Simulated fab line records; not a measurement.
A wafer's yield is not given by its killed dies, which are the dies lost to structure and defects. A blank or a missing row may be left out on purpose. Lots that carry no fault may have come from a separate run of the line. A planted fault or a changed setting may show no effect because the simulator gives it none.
fab line records / flow n5-finfet
[record] lots = 11 wafers = 31 last-day = 19
route steps=1938 shown BEOL_M11@1591 BEOL_M12@1617
lots untouched by any fault: they come from a run of this same line in which no faults occurred
start-h: hours from the record's opening day to when the first of the lot's shown wafers began / wait-h: hours since the lot's step before / " as in the row above / L1.1+2: several wafers, shown together as one row / - no value present, or no start provided / * or withheld: withheld / < > ~ a bound
route shown NAME@n: names a module that has steps shown in the file, with the first one's number in the route / usual: average and standard deviation across the fault-free wafers / same: alike in all rows / chamber/n: place in a boat / sites: readings site by site / _std_site: how widely they spread, as a standard deviation / _edge_site: the outer-site mean with the inner-site mean subtracted / radius-mm: how far each site lies from the wafer's centre / mask NAME#n: copy n / behind: the last tool/chamber to shape the wafer / hold: reason for holding the lot/hours on hold/outcome of the hold / device: the n, p or np transistor that did not switch / end of line: tests of these same wafers at the route's end / a step with no rows: only its recipe / killed: at the first sort, the dies lost to defects and structure; wafer yield is something else / map: the dies of a wafer, with x for killed, . for not killed, _ for no die there
set.NAME: the run value of the setting; set.NAME@STEP: its run value at that earlier step / model.NAME: the simulator's own value behind a step, which no gauge read
the route's steps for a sample of lots (tables are steps, rows are wafers)
services: the hour from which a tool's chamber was out of use, counted from the record's first day as start-h (under 0 if before that day), plus the number of hours and why
[[steps]]
[step N5_BEOL_M11_SURFACE_TREAT_76]
[recipe] gas = Ar time-s = * ion-energy-ev = * ion-current-ma-cm2 = 0.5 pressure-mtorr = * ar-flow-sccm = 30
[usual] ar-flow-sccm = 30.00/0.088 throttle-valve-pct = *
lot.wafer=L558.1 tool=pvd-sputter-03 chamber=- start-h=273.10 wait-h=0.3 ar-flow-sccm=29.87 throttle-valve-pct=*
lot.wafer=L558.3 tool=pvd-sputter-03 chamber=- start-h=273.10 wait-h=0.3 ar-flow-sccm=29.99 throttle-valve-pct=*
lot.wafer=L558.6 tool=pvd-sputter-03 chamber=- start-h=273.10 wait-h=0.3 ar-flow-sccm=30.06 throttle-valve-pct=*
lot.wafer=L560.1 tool=pvd-sputter-02 chamber=- start-h=286.73 wait-h=0.8 ar-flow-sccm=29.93 throttle-valve-pct=*
lot.wafer=L560.4 tool=pvd-sputter-02 chamber=- start-h=286.73 wait-h=0.8 ar-flow-sccm=29.99 throttle-valve-pct=*
lot.wafer=L560.5 tool=pvd-sputter-02 chamber=- start-h=286.73 wait-h=0.8 ar-flow-sccm=29.85 throttle-valve-pct=*
lot.wafer=L559.2 tool=pvd-sputter-02 chamber=- start-h=304.44 wait-h=0.2 ar-flow-sccm=30.02 throttle-valve-pct=*
lot.wafer=L559.4 tool=pvd-sputter-02 chamber=- start-h=304.44 wait-h=0.2 ar-flow-sccm=29.91 throttle-valve-pct=*
lot.wafer=L559.6 tool=pvd-sputter-02 chamber=- start-h=304.44 wait-h=0.2 ar-flow-sccm=30.11 throttle-valve-pct=*
lot.wafer=L563.1 tool=pvd-sputter-02 chamber=- start-h=311.74 wait-h=0.3 ar-flow-sccm=30.08 throttle-valve-pct=*
lot.wafer=L563.4 tool=pvd-sputter-02 chamber=- start-h=311.74 wait-h=0.3 ar-flow-sccm=29.85 throttle-valve-pct=*
lot.wafer=L563.6 tool=pvd-sputter-02 chamber=- start-h=311.74 wait-h=0.3 ar-flow-sccm=30.02 throttle-valve-pct=*
lot.wafer=L564.1 tool=pvd-sputter-01 chamber=- start-h=323.49 wait-h=0.4 ar-flow-sccm=30.02 throttle-valve-pct=*
lot.wafer=L564.4 tool=pvd-sputter-01 chamber=- start-h=323.49 wait-h=0.4 ar-flow-sccm=29.95 throttle-valve-pct=*
lot.wafer=L564.6 tool=pvd-sputter-01 chamber=- start-h=323.49 wait-h=0.4 ar-flow-sccm=30.01 throttle-valve-pct=*
lot.wafer=L565.1 tool=pvd-sputter-03 chamber=- start-h=331.93 wait-h=0.2 ar-flow-sccm=29.97 throttle-valve-pct=*
lot.wafer=L565.3 tool=pvd-sputter-03 chamber=- start-h=331.93 wait-h=0.2 ar-flow-sccm=30.11 throttle-valve-pct=*
lot.wafer=L565.4 tool=pvd-sputter-03 chamber=- start-h=331.93 wait-h=0.2 ar-flow-sccm=30.04 throttle-valve-pct=*
lot.wafer=L568.1 tool=pvd-sputter-03 chamber=- start-h=335.33 wait-h=0.2 ar-flow-sccm=30.15 throttle-valve-pct=*
lot.wafer=L568.4 tool=pvd-sputter-03 chamber=- start-h=335.33 wait-h=0.2 ar-flow-sccm=29.89 throttle-valve-pct=*
lot.wafer=L568.6 tool=pvd-sputter-03 chamber=- start-h=335.33 wait-h=0.2 ar-flow-sccm=29.88 throttle-valve-pct=*
lot.wafer=L570.5 tool=pvd-sputter-03 chamber=- start-h=370.43 wait-h=0.1 ar-flow-sccm=29.94 throttle-valve-pct=*
lot.wafer=L576.1 tool=pvd-sputter-01 chamber=- start-h=397.77 wait-h=0.2 ar-flow-sccm=29.99 throttle-valve-pct=*
lot.wafer=L576.2 tool=pvd-sputter-01 chamber=- start-h=397.77 wait-h=0.2 ar-flow-sccm=30.08 throttle-valve-pct=*
lot.wafer=L576.6 tool=pvd-sputter-01 chamber=- start-h=397.77 wait-h=0.2 ar-flow-sccm=29.97 throttle-valve-pct=*
lot.wafer=L579.2 tool=pvd-sputter-01 chamber=- start-h=412.55 wait-h=0.2 ar-flow-sccm=29.96 throttle-valve-pct=*
lot.wafer=L579.5 tool=pvd-sputter-01 chamber=- start-h=412.55 wait-h=0.2 ar-flow-sccm=30.00 throttle-valve-pct=*
lot.wafer=L579.6 tool=pvd-sputter-01 chamber=- start-h=412.55 wait-h=0.2 ar-flow-sccm=30.02 throttle-valve-pct=*
lot.wafer=L581.2 tool=pvd-sputter-03 chamber=- start-h=423.01 wait-h=0.2 ar-flow-sccm=30.03 throttle-valve-pct=*
lot.wafer=L581.3 tool=pvd-sputter-03 chamber=- start-h=423.01 wait-h=0.2 ar-flow-sccm=30.07 throttle-valve-pct=*
lot.wafer=L581.6 tool=pvd-sputter-03 chamber=- start-h=423.01 wait-h=0.2 ar-flow-sccm=29.90 throttle-valve-pct=*
[step N5_BEOL_M12_VIA_ETCH_16]
[recipe] chemistry = C4F8/O2/Ar target = SiOC pressure-mtorr = 30 source-w = 3000 bias-w = 700 Ar_flow_sccm = 400 C4F8_flow_sccm = 15 O2_flow_sccm = 8 he-inner-torr = 15 he-outer-torr = 30 target-depth-a = 7248 time-s = withheld ion-energy-ev = 250 ends = cleared
[usual] chamber-pressure-mTorr = 30.000/0.026 drypump-motor-current-A = 5.9/0.49 oes-product-au = 0.73/0.08 rf-fwd-power-W = 2991/9.7 rf-vpp-V = 665/3.8 showerhead-plenum-p-Torr = 3.41/0.13 throttle-valve-pct = 24.1/0.33
lot.wafer=L558.1 tool=rie-diel-03 chamber=2 start-h=275.95 wait-h=0.0 chamber-pressure-mTorr=30.022 drypump-motor-current-A=5.3 oes-product-au=0.66 rf-fwd-power-W=2998 rf-vpp-V=662 showerhead-plenum-p-Torr=3.29 throttle-valve-pct=23.9
lot.wafer=L558.3 tool=rie-diel-03 chamber=0 start-h=275.95 wait-h=0.0 chamber-pressure-mTorr=29.975 drypump-motor-current-A=5.6 oes-product-au=0.87 rf-fwd-power-W=2998 rf-vpp-V=670 showerhead-plenum-p-Torr=3.64 throttle-valve-pct=23.9
lot.wafer=L558.6 tool=rie-diel-03 chamber=0 start-h=275.95 wait-h=0.0 chamber-pressure-mTorr=30.025 drypump-motor-current-A=5.6 oes-product-au=0.87 rf-fwd-power-W=3011 rf-vpp-V=672 showerhead-plenum-p-Torr=3.64 throttle-valve-pct=23.9
lot.wafer=L560.1 tool=rie-diel-01 chamber=3 start-h=288.59 wait-h=0.0 chamber-pressure-mTorr=29.976 drypump-motor-current-A=5.9 oes-product-au=0.77 rf-fwd-power-W=2995 rf-vpp-V=662 showerhead-plenum-p-Torr=3.33 throttle-valve-pct=23.8
lot.wafer=L560.4 tool=rie-diel-01 chamber=1 start-h=288.59 wait-h=0.0 chamber-pressure-mTorr=29.987 drypump-motor-current-A=5.8 oes-product-au=0.76 rf-fwd-power-W=2994 rf-vpp-V=661 showerhead-plenum-p-Torr=3.31 throttle-valve-pct=24.2
lot.wafer=L560.5 tool=rie-diel-01 chamber=1 start-h=288.59 wait-h=0.0 chamber-pressure-mTorr=30.024 drypump-motor-current-A=5.8 oes-product-au=0.76 rf-fwd-power-W=2994 rf-vpp-V=663 showerhead-plenum-p-Torr=3.31 throttle-valve-pct=24.2
lot.wafer=L559.2 tool=rie-diel-03 chamber=1 start-h=306.74 wait-h=0.0 chamber-pressure-mTorr=29.984 drypump-motor-current-A=5.2 oes-product-au=0.80 rf-fwd-power-W=2988 rf-vpp-V=668 showerhead-plenum-p-Torr=3.48 throttle-valve-pct=23.8
lot.wafer=L559.4 tool=rie-diel-03 chamber=2 start-h=306.74 wait-h=0.0 chamber-pressure-mTorr=30.018 drypump-motor-current-A=5.3 oes-product-au=0.65 rf-fwd-power-W=3010 rf-vpp-V=661 showerhead-plenum-p-Torr=3.28 throttle-valve-pct=23.9
lot.wafer=L559.6 tool=rie-diel-03 chamber=1 start-h=306.74 wait-h=0.0 chamber-pressure-mTorr=29.998 drypump-motor-current-A=5.2 oes-product-au=0.80 rf-fwd-power-W=2990 rf-vpp-V=668 showerhead-plenum-p-Torr=3.48 throttle-valve-pct=23.8
lot.wafer=L563.1 tool=rie-diel-01 chamber=1 start-h=314.18 wait-h=0.0 chamber-pressure-mTorr=30.008 drypump-motor-current-A=5.7 oes-product-au=0.76 rf-fwd-power-W=2982 rf-vpp-V=663 showerhead-plenum-p-Torr=3.30 throttle-valve-pct=24.2
lot.wafer=L563.4 tool=rie-diel-01 chamber=3 start-h=314.18 wait-h=0.0 chamber-pressure-mTorr=29.981 drypump-motor-current-A=6.0 oes-product-au=0.77 rf-fwd-power-W=2989 rf-vpp-V=662 showerhead-plenum-p-Torr=3.33 throttle-valve-pct=23.9
lot.wafer=L563.6 tool=rie-diel-01 chamber=0 start-h=314.18 wait-h=0.0 chamber-pressure-mTorr=29.967 drypump-motor-current-A=6.5 oes-product-au=0.61 rf-fwd-power-W=2998 rf-vpp-V=669 showerhead-plenum-p-Torr=3.51 throttle-valve-pct=24.6
lot.wafer=L564.1 tool=rie-diel-04 chamber=2 start-h=325.54 wait-h=0.0 chamber-pressure-mTorr=29.969 drypump-motor-current-A=5.6 oes-product-au=0.61 rf-fwd-power-W=2993 rf-vpp-V=660 showerhead-plenum-p-Torr=3.24 throttle-valve-pct=24.5
lot.wafer=L564.4 tool=rie-diel-04 chamber=1 start-h=325.54 wait-h=0.0 chamber-pressure-mTorr=29.968 drypump-motor-current-A=6.4 oes-product-au=0.75 rf-fwd-power-W=3003 rf-vpp-V=666 showerhead-plenum-p-Torr=3.47 throttle-valve-pct=24.0
lot.wafer=L564.6 tool=rie-diel-04 chamber=3 start-h=325.54 wait-h=0.0 chamber-pressure-mTorr=30.010 drypump-motor-current-A=5.2 oes-product-au=0.79 rf-fwd-power-W=2986 rf-vpp-V=671 showerhead-plenum-p-Torr=3.61 throttle-valve-pct=23.7
lot.wafer=L565.1 tool=rie-diel-04 chamber=3 start-h=334.49 wait-h=0.0 chamber-pressure-mTorr=29.997 drypump-motor-current-A=5.2 oes-product-au=0.80 rf-fwd-power-W=3008 rf-vpp-V=671 showerhead-plenum-p-Torr=3.61 throttle-valve-pct=23.7
lot.wafer=L565.3 tool=rie-diel-04 chamber=0 start-h=334.49 wait-h=0.0 chamber-pressure-mTorr=29.982 drypump-motor-current-A=5.9 oes-product-au=0.64 rf-fwd-power-W=2995 rf-vpp-V=664 showerhead-plenum-p-Torr=3.40 throttle-valve-pct=24.7
lot.wafer=L565.4 tool=rie-diel-04 chamber=1 start-h=334.49 wait-h=0.0 chamber-pressure-mTorr=29.972 drypump-motor-current-A=6.4 oes-product-au=0.74 rf-fwd-power-W=2984 rf-vpp-V=666 showerhead-plenum-p-Torr=3.47 throttle-valve-pct=24.0
lot.wafer=L568.1 tool=rie-diel-01 chamber=3 start-h=337.25 wait-h=0.0 chamber-pressure-mTorr=30.008 drypump-motor-current-A=6.0 oes-product-au=0.76 rf-fwd-power-W=2981 rf-vpp-V=664 showerhead-plenum-p-Torr=3.32 throttle-valve-pct=23.9
lot.wafer=L568.4 tool=rie-diel-01 chamber=3 start-h=337.25 wait-h=0.0 chamber-pressure-mTorr=29.994 drypump-motor-current-A=6.0 oes-product-au=0.75 rf-fwd-power-W=2991 rf-vpp-V=662 showerhead-plenum-p-Torr=3.32 throttle-valve-pct=23.9
lot.wafer=L568.6 tool=rie-diel-01 chamber=2 start-h=337.25 wait-h=0.0 chamber-pressure-mTorr=30.038 drypump-motor-current-A=6.6 oes-product-au=0.65 rf-fwd-power-W=2976 rf-vpp-V=660 showerhead-plenum-p-Torr=3.24 throttle-valve-pct=24.6
lot.wafer=L570.5 tool=rie-diel-01 chamber=0 start-h=372.75 wait-h=0.1 chamber-pressure-mTorr=30.073 drypump-motor-current-A=6.4 oes-product-au=1.14 rf-fwd-power-W=2991 rf-vpp-V=669 showerhead-plenum-p-Torr=3.50 throttle-valve-pct=24.3
lot.wafer=L576.1 tool=rie-diel-04 chamber=2 start-h=400.40 wait-h=0.0 chamber-pressure-mTorr=30.000 drypump-motor-current-A=5.6 oes-product-au=0.84 rf-fwd-power-W=2973 rf-vpp-V=670 showerhead-plenum-p-Torr=3.62 throttle-valve-pct=24.2
lot.wafer=L576.2 tool=rie-diel-04 chamber=3 start-h=400.40 wait-h=0.0 chamber-pressure-mTorr=30.034 drypump-motor-current-A=5.2 oes-product-au=0.75 rf-fwd-power-W=2972 rf-vpp-V=670 showerhead-plenum-p-Torr=3.60 throttle-valve-pct=23.8
lot.wafer=L576.6 tool=rie-diel-04 chamber=0 start-h=400.40 wait-h=0.0 chamber-pressure-mTorr=29.975 drypump-motor-current-A=6.0 oes-product-au=0.62 rf-fwd-power-W=2996 rf-vpp-V=666 showerhead-plenum-p-Torr=3.39 throttle-valve-pct=24.7
lot.wafer=L579.2 tool=rie-diel-03 chamber=0 start-h=414.54 wait-h=0.0 chamber-pressure-mTorr=29.997 drypump-motor-current-A=5.6 oes-product-au=0.78 rf-fwd-power-W=2996 rf-vpp-V=671 showerhead-plenum-p-Torr=3.61 throttle-valve-pct=23.9
lot.wafer=L579.5 tool=rie-diel-03 chamber=2 start-h=414.54 wait-h=0.0 chamber-pressure-mTorr=29.972 drypump-motor-current-A=5.3 oes-product-au=0.63 rf-fwd-power-W=3000 rf-vpp-V=660 showerhead-plenum-p-Torr=3.26 throttle-valve-pct=24.0
lot.wafer=L579.6 tool=rie-diel-03 chamber=1 start-h=414.54 wait-h=0.0 chamber-pressure-mTorr=29.999 drypump-motor-current-A=5.2 oes-product-au=0.75 rf-fwd-power-W=2990 rf-vpp-V=667 showerhead-plenum-p-Torr=3.46 throttle-valve-pct=23.9
lot.wafer=L581.2 tool=rie-diel-04 chamber=2 start-h=425.23 wait-h=0.0 chamber-pressure-mTorr=29.975 drypump-motor-current-A=5.6 oes-product-au=0.82 rf-fwd-power-W=2991 rf-vpp-V=670 showerhead-plenum-p-Torr=3.62 throttle-valve-pct=24.2
lot.wafer=L581.3 tool=rie-diel-04 chamber=1 start-h=425.23 wait-h=0.0 chamber-pressure-mTorr=29.997 drypump-motor-current-A=6.4 oes-product-au=0.72 rf-fwd-power-W=3009 rf-vpp-V=666 showerhead-plenum-p-Torr=3.45 throttle-valve-pct=24.0
lot.wafer=L581.6 tool=rie-diel-04 chamber=3 start-h=425.23 wait-h=0.0 chamber-pressure-mTorr=29.990 drypump-motor-current-A=5.2 oes-product-au=0.74 rf-fwd-power-W=3000 rf-vpp-V=670 showerhead-plenum-p-Torr=3.59 throttle-valve-pct=23.8
[step N5_BEOL_M12_STRIP_64]
[recipe] chemistry = N2/H2 power-w = 1000 temp-c = 250 h2-frac = 0.65 overash-fraction = 0.3 pressure-mtorr = withheld n2-flow-sccm = 1750 h2-flow-sccm = 3250
[usual] drypump-motor-current-A = 5.89/0.2 heater-power-w = 332/31 oes-product-au = 0.715/0.0044 strip-time-to-endpoint-s = 31.33/0.09
lot.wafer=L558.1 tool=plasma-asher-02 chamber=0 start-h=276.21 wait-h=0.0 drypump-motor-current-A=6.12 heater-power-w=302 oes-product-au=0.709 rf-hours-counter-h=116 strip-time-to-endpoint-s=31.22
lot.wafer=L558.3 tool=plasma-asher-02 chamber=0 start-h=276.21 wait-h=0.0 drypump-motor-current-A=6.12 heater-power-w=308 oes-product-au=0.711 rf-hours-counter-h=- strip-time-to-endpoint-s=31.17
lot.wafer=L558.6 tool=plasma-asher-02 chamber=1 start-h=276.21 wait-h=0.0 drypump-motor-current-A=5.58 heater-power-w=383 oes-product-au=0.717 rf-hours-counter-h=- strip-time-to-endpoint-s=31.23
lot.wafer=L560.1 tool=plasma-asher-01 chamber=1 start-h=288.85 wait-h=0.0 drypump-motor-current-A=5.79 heater-power-w=306 oes-product-au=0.715 rf-hours-counter-h=80 strip-time-to-endpoint-s=31.42
lot.wafer=L560.4 tool=plasma-asher-01 chamber=0 start-h=288.85 wait-h=0.0 drypump-motor-current-A=6.02 heater-power-w=347 oes-product-au=0.712 rf-hours-counter-h=- strip-time-to-endpoint-s=31.38
lot.wafer=L560.5 tool=plasma-asher-01 chamber=1 start-h=288.85 wait-h=0.0 drypump-motor-current-A=5.78 heater-power-w=301 oes-product-au=0.715 rf-hours-counter-h=- strip-time-to-endpoint-s=31.38
lot.wafer=L559.2 tool=plasma-asher-01 chamber=1 start-h=307.00 wait-h=0.0 drypump-motor-current-A=5.78 heater-power-w=299 oes-product-au=0.718 rf-hours-counter-h=83 strip-time-to-endpoint-s=31.51
lot.wafer=L559.4 tool=plasma-asher-01 chamber=0 start-h=307.00 wait-h=0.0 drypump-motor-current-A=6.02 heater-power-w=347 oes-product-au=0.714 rf-hours-counter-h=- strip-time-to-endpoint-s=31.56
lot.wafer=L559.6 tool=plasma-asher-01 chamber=0 start-h=307.00 wait-h=0.0 drypump-motor-current-A=6.03 heater-power-w=354 oes-product-au=0.715 rf-hours-counter-h=- strip-time-to-endpoint-s=31.51
lot.wafer=L563.1 tool=plasma-asher-01 chamber=1 start-h=314.44 wait-h=0.0 drypump-motor-current-A=5.79 heater-power-w=292 oes-product-au=0.711 rf-hours-counter-h=84 strip-time-to-endpoint-s=31.18
lot.wafer=L563.4 tool=plasma-asher-01 chamber=0 start-h=314.44 wait-h=0.0 drypump-motor-current-A=6.02 heater-power-w=342 oes-product-au=0.717 rf-hours-counter-h=- strip-time-to-endpoint-s=31.17
lot.wafer=L563.6 tool=plasma-asher-01 chamber=1 start-h=314.44 wait-h=0.0 drypump-motor-current-A=5.80 heater-power-w=299 oes-product-au=0.713 rf-hours-counter-h=- strip-time-to-endpoint-s=31.19
lot.wafer=L564.1 tool=plasma-asher-02 chamber=1 start-h=325.80 wait-h=0.0 drypump-motor-current-A=5.62 heater-power-w=379 oes-product-au=0.724 rf-hours-counter-h=126 strip-time-to-endpoint-s=31.26
lot.wafer=L564.4 tool=plasma-asher-02 chamber=1 start-h=325.80 wait-h=0.0 drypump-motor-current-A=5.61 heater-power-w=375 oes-product-au=0.716 rf-hours-counter-h=- strip-time-to-endpoint-s=31.27
lot.wafer=L564.6 tool=plasma-asher-02 chamber=1 start-h=325.80 wait-h=0.0 drypump-motor-current-A=5.65 heater-power-w=380 oes-product-au=0.718 rf-hours-counter-h=- strip-time-to-endpoint-s=31.23
lot.wafer=L565.1 tool=plasma-asher-01 chamber=1 start-h=334.75 wait-h=0.0 drypump-motor-current-A=5.80 heater-power-w=298 oes-product-au=0.704 rf-hours-counter-h=88 strip-time-to-endpoint-s=31.33
lot.wafer=L565.3 tool=plasma-asher-01 chamber=0 start-h=334.75 wait-h=0.0 drypump-motor-current-A=6.05 heater-power-w=351 oes-product-au=0.709 rf-hours-counter-h=- strip-time-to-endpoint-s=31.28
lot.wafer=L565.4 tool=plasma-asher-01 chamber=1 start-h=334.75 wait-h=0.0 drypump-motor-current-A=5.75 heater-power-w=295 oes-product-au=0.713 rf-hours-counter-h=- strip-time-to-endpoint-s=31.27
lot.wafer=L568.1 tool=plasma-asher-02 chamber=0 start-h=337.51 wait-h=0.0 drypump-motor-current-A=6.13 heater-power-w=309 oes-product-au=0.722 rf-hours-counter-h=129 strip-time-to-endpoint-s=31.37
lot.wafer=L568.4 tool=plasma-asher-02 chamber=1 start-h=337.51 wait-h=0.0 drypump-motor-current-A=5.60 heater-power-w=382 oes-product-au=0.718 rf-hours-counter-h=- strip-time-to-endpoint-s=31.36
lot.wafer=L568.6 tool=plasma-asher-02 chamber=1 start-h=337.51 wait-h=0.0 drypump-motor-current-A=5.58 heater-power-w=371 oes-product-au=0.722 rf-hours-counter-h=- strip-time-to-endpoint-s=31.34
lot.wafer=L570.5 tool=plasma-asher-02 chamber=0 start-h=372.96 wait-h=0.0 drypump-motor-current-A=6.15 heater-power-w=304 oes-product-au=0.713 rf-hours-counter-h=- strip-time-to-endpoint-s=31.31
lot.wafer=L576.1 tool=plasma-asher-01 chamber=0 start-h=400.66 wait-h=0.0 drypump-motor-current-A=6.03 heater-power-w=344 oes-product-au=0.712 rf-hours-counter-h=100 strip-time-to-endpoint-s=31.45
lot.wafer=L576.2 tool=plasma-asher-01 chamber=1 start-h=400.66 wait-h=0.0 drypump-motor-current-A=5.77 heater-power-w=305 oes-product-au=0.710 rf-hours-counter-h=100 strip-time-to-endpoint-s=31.44
lot.wafer=L576.6 tool=plasma-asher-01 chamber=0 start-h=400.66 wait-h=0.0 drypump-motor-current-A=6.02 heater-power-w=349 oes-product-au=0.710 rf-hours-counter-h=- strip-time-to-endpoint-s=31.43
lot.wafer=L579.2 tool=plasma-asher-02 chamber=0 start-h=414.80 wait-h=0.0 drypump-motor-current-A=6.11 heater-power-w=305 oes-product-au=0.714 rf-hours-counter-h=143 strip-time-to-endpoint-s=31.25
lot.wafer=L579.5 tool=plasma-asher-02 chamber=1 start-h=414.80 wait-h=0.0 drypump-motor-current-A=5.60 heater-power-w=371 oes-product-au=0.719 rf-hours-counter-h=- strip-time-to-endpoint-s=31.31
lot.wafer=L579.6 tool=plasma-asher-02 chamber=0 start-h=414.80 wait-h=0.0 drypump-motor-current-A=6.17 heater-power-w=306 oes-product-au=0.722 rf-hours-counter-h=- strip-time-to-endpoint-s=31.22
lot.wafer=L581.2 tool=plasma-asher-01 chamber=1 start-h=425.49 wait-h=0.0 drypump-motor-current-A=5.79 heater-power-w=303 oes-product-au=0.714 rf-hours-counter-h=106 strip-time-to-endpoint-s=31.44
lot.wafer=L581.3 tool=plasma-asher-01 chamber=1 start-h=425.49 wait-h=0.0 drypump-motor-current-A=5.79 heater-power-w=296 oes-product-au=0.708 rf-hours-counter-h=- strip-time-to-endpoint-s=31.38
lot.wafer=L581.6 tool=plasma-asher-01 chamber=1 start-h=425.49 wait-h=0.0 drypump-motor-current-A=5.76 heater-power-w=303 oes-product-au=0.714 rf-hours-counter-h=- strip-time-to-endpoint-s=31.46
[step N5_BEOL_M12_CD_MEAS_17]
[recipe] target-cd-nm = 140 polarity = opening
[usual] cd-nm = 140.0/2.2
lot.wafer=L558.1 tool=cd-sem-03 chamber=- start-h=276.36 wait-h=0.0 cd-nm=135.3
lot.wafer=L558.3 tool=cd-sem-03 chamber=- start-h=276.36 wait-h=0.0 cd-nm=136.1
lot.wafer=L558.6 tool=cd-sem-03 chamber=- start-h=276.36 wait-h=0.0 cd-nm=138.2
lot.wafer=L560.1 tool=cd-sem-02 chamber=- start-h=289.00 wait-h=0.0 cd-nm=140.2
lot.wafer=L560.4 tool=cd-sem-02 chamber=- start-h=289.00 wait-h=0.0 cd-nm=136.2
lot.wafer=L560.5 tool=cd-sem-02 chamber=- start-h=289.00 wait-h=0.0 cd-nm=137.8
lot.wafer=L559.2 tool=cd-sem-01 chamber=- start-h=307.15 wait-h=0.0 cd-nm=139.5
lot.wafer=L559.4 tool=cd-sem-01 chamber=- start-h=307.15 wait-h=0.0 cd-nm=140.0
lot.wafer=L559.6 tool=cd-sem-01 chamber=- start-h=307.15 wait-h=0.0 cd-nm=140.7
lot.wafer=L563.1 tool=cd-sem-02 chamber=- start-h=314.58 wait-h=0.0 cd-nm=140.3
lot.wafer=L563.4 tool=cd-sem-02 chamber=- start-h=314.58 wait-h=0.0 cd-nm=144.1
lot.wafer=L563.6 tool=cd-sem-02 chamber=- start-h=314.58 wait-h=0.0 cd-nm=142.2
lot.wafer=L564.1 tool=cd-sem-03 chamber=- start-h=325.95 wait-h=0.0 cd-nm=140.7
lot.wafer=L564.4 tool=cd-sem-03 chamber=- start-h=325.95 wait-h=0.0 cd-nm=138.7
lot.wafer=L564.6 tool=cd-sem-03 chamber=- start-h=325.95 wait-h=0.0 cd-nm=142.0
lot.wafer=L565.1 tool=cd-sem-02 chamber=- start-h=334.90 wait-h=0.0 cd-nm=138.6
lot.wafer=L565.3 tool=cd-sem-02 chamber=- start-h=334.90 wait-h=0.0 cd-nm=139.0
lot.wafer=L565.4 tool=cd-sem-02 chamber=- start-h=334.90 wait-h=0.0 cd-nm=135.5
lot.wafer=L568.1 tool=cd-sem-03 chamber=- start-h=337.65 wait-h=0.0 cd-nm=136.8
lot.wafer=L568.4 tool=cd-sem-03 chamber=- start-h=337.65 wait-h=0.0 cd-nm=140.0
lot.wafer=L568.6 tool=cd-sem-03 chamber=- start-h=337.65 wait-h=0.0 cd-nm=138.2
lot.wafer=L570.5 tool=cd-sem-02 chamber=- start-h=373.08 wait-h=0.0 cd-nm=141.2
lot.wafer=L576.1 tool=cd-sem-01 chamber=- start-h=400.82 wait-h=0.0 cd-nm=140.6
lot.wafer=L576.2 tool=cd-sem-01 chamber=- start-h=400.82 wait-h=0.0 cd-nm=135.8
lot.wafer=L576.6 tool=cd-sem-01 chamber=- start-h=400.82 wait-h=0.0 cd-nm=139.6
lot.wafer=L579.2 tool=cd-sem-03 chamber=- start-h=414.94 wait-h=0.0 cd-nm=142.3
lot.wafer=L579.5 tool=cd-sem-03 chamber=- start-h=414.94 wait-h=0.0 cd-nm=142.0
lot.wafer=L579.6 tool=cd-sem-03 chamber=- start-h=414.94 wait-h=0.0 cd-nm=142.7
lot.wafer=L581.2 tool=cd-sem-02 chamber=- start-h=425.64 wait-h=0.0 cd-nm=139.5
lot.wafer=L581.3 tool=cd-sem-02 chamber=- start-h=425.64 wait-h=0.0 cd-nm=137.9
lot.wafer=L581.6 tool=cd-sem-02 chamber=- start-h=425.64 wait-h=0.0 cd-nm=140.7
[[services]]
tool=rie-diel-03 chamber=1 start-h=252.93 hours=10.3 kind=repair
tool=rie-diel-04 chamber=2 start-h=296.24 hours=7.2 kind=repair
tool=rie-diel-03 chamber=3 start-h=303.59 hours=- kind=clean
tool=rie-diel-03 chamber=3 start-h=303.59 hours=- kind=consumable-replace:focus-ring
tool=rie-diel-03 chamber=3 start-h=303.59 hours=24.1 kind=scheduled-down
tool=rie-diel-03 chamber=3 start-h=303.59 hours=24.1 kind=vent-cycle
tool=rie-diel-01 chamber=0 start-h=335.79 hours=- kind=clean
tool=rie-diel-01 chamber=0 start-h=335.79 hours=- kind=consumable-replace:focus-ring
tool=rie-diel-01 chamber=0 start-h=335.79 hours=19.3 kind=scheduled-down
tool=rie-diel-01 chamber=0 start-h=335.79 hours=19.3 kind=vent-cycle
tool=rie-diel-03 chamber=0 start-h=346.69 hours=3.6 kind=repair
tool=rie-diel-04 chamber=2 start-h=349.27 hours=- kind=clean
tool=rie-diel-04 chamber=2 start-h=349.27 hours=- kind=consumable-replace:focus-ring
tool=rie-diel-04 chamber=2 start-h=349.27 hours=- kind=consumable-replace:showerhead
tool=rie-diel-04 chamber=2 start-h=349.27 hours=16.0 kind=scheduled-down
tool=rie-diel-04 chamber=2 start-h=349.27 hours=16.0 kind=vent-cycle
tool=rie-diel-03 chamber=3 start-h=355.22 hours=1.7 kind=repair
tool=rie-diel-03 chamber=0 start-h=357.58 hours=3.6 kind=repair
tool=rie-diel-04 chamber=0 start-h=357.66 hours=5.9 kind=repair
tool=rie-diel-03 chamber=- start-h=374.21 hours=0.7 kind=repair
tool=pvd-sputter-02 chamber=- start-h=382.94 hours=2.5 kind=repair
[[key]]
[first-sign] step = N5_BEOL_M12_VIA_ETCH_16 reading = oes-product-au direction = up sigmas = 5.2 usual = 0.73 struck = 1.14
effect none on later readings
met-at N5_BEOL_M12_VIA_ETCH_16
struck-lots L570
not-acting-at N5_BEOL_M11_SURFACE_TREAT_76,N5_BEOL_M12_STRIP_64,N5_BEOL_M12_CD_MEAS_17
onset-between 337.25 372.75
[fault] kind = process-parameter-drift tool = rie-diel-01 chamber = - onset-h = 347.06 steps = N5_BEOL_M12_VIA_ETCH_16 channel = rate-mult offset = 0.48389 shape = step end-h = 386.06
